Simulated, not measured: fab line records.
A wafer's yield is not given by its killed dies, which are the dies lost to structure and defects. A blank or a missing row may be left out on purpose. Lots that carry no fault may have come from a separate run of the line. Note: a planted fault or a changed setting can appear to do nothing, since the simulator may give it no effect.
Matching of chambers    flow n5-finfet    4 sister chambers for N5_BEOL_M7_DESCUM_33 on rie-diel-06
The step chemistry O2, time 7 s. 18 wafers are shown with their chamber, then 9 later ones without.

== EACH WAFER AND ITS CHAMBER ==
wafer   chamber  drypump-motor-current-A (A)  showerhead-plenum-p-Torr (Torr)  throttle-valve-pct (%)
L080.1  3        5.85                         1.99                             20.31
L080.2  1        5.66                         2.02                             20.54
L080.6  3        5.87                         1.99                             20.30
L083.2  1        5.64                         2.02                             20.57
L083.3  2        5.34                         2.26                             20.46
L083.4  3        5.87                         1.99                             20.32
L084.4  3        5.87                         1.99                             20.32
L084.5  1        5.64                         2.01                             20.59
L084.6  2        5.34                         2.26                             20.47
L087.3  3        5.86                         1.98                             20.31
L087.4  1        5.63                         2.01                             20.58
L087.6  2        5.35                         2.26                             20.50
L091.4  0        5.56                         2.03                             20.29
L091.5  2        5.34                         2.25                             20.49
L091.6  1        5.64                         2.01                             20.60
L093.1  2        5.33                         2.25                             20.49
L093.2  3        5.87                         1.98                             20.33
L093.5  2        5.35                         2.25                             20.51

SIGNATURES (averages over the wafers above)
reading                   chamber 0  chamber 1  chamber 2  chamber 3  scatter within a chamber
drypump-motor-current-A   5.5600     5.6420     5.3417     5.8650     0.00892
showerhead-plenum-p-Torr  2.0300     2.0140     2.2550     1.9867     0.00537
throttle-valve-pct        20.2900    20.5760    20.4867    20.3150    0.0177
Rule: for a wafer and a chamber, the distance is found by dividing, reading by reading, the gap between the wafer's reading and the chamber's mean by the reading's scatter, squaring, summing and taking the root. The wafer belongs to the nearest chamber; if the next one is less than 2 further off, it can't be placed. How the scatter is found: for the shown wafers, subtract from each reading the mean of its chamber, square and add these, divide the total by (wafers less chambers), then take the root.

== WAFERS WITHOUT THEIR CHAMBER ==
wafer   drypump-motor-current-A (A)  showerhead-plenum-p-Torr (Torr)  throttle-valve-pct (%)
L092.1  5.88                         1.98                             20.35
L092.3  5.33                         2.25                             20.49
L092.4  5.58                         2.03                             20.30
L095.4  5.65                         2.01                             20.61
L095.5  5.67                         2.01                             20.62
L095.6  5.35                         2.25                             20.51
L096.3  5.88                         1.98                             20.35
L096.5  5.87                         1.98                             20.34
L096.6  5.56                         2.03                             20.32

== WHICH CHAMBER EACH ONE RAN IN ==
wafer   from the rows above  in truth
L092.1  3                    3
L092.3  2                    2
L092.4  0                    0
L095.4  1                    1
L095.5  1                    1
L095.6  2                    2
L096.3  3                    3
L096.5  3                    3
L096.6  0                    0
Correct placement for 9 of the 9. From these rows, 0 cannot be placed. 0 placed wrongly.
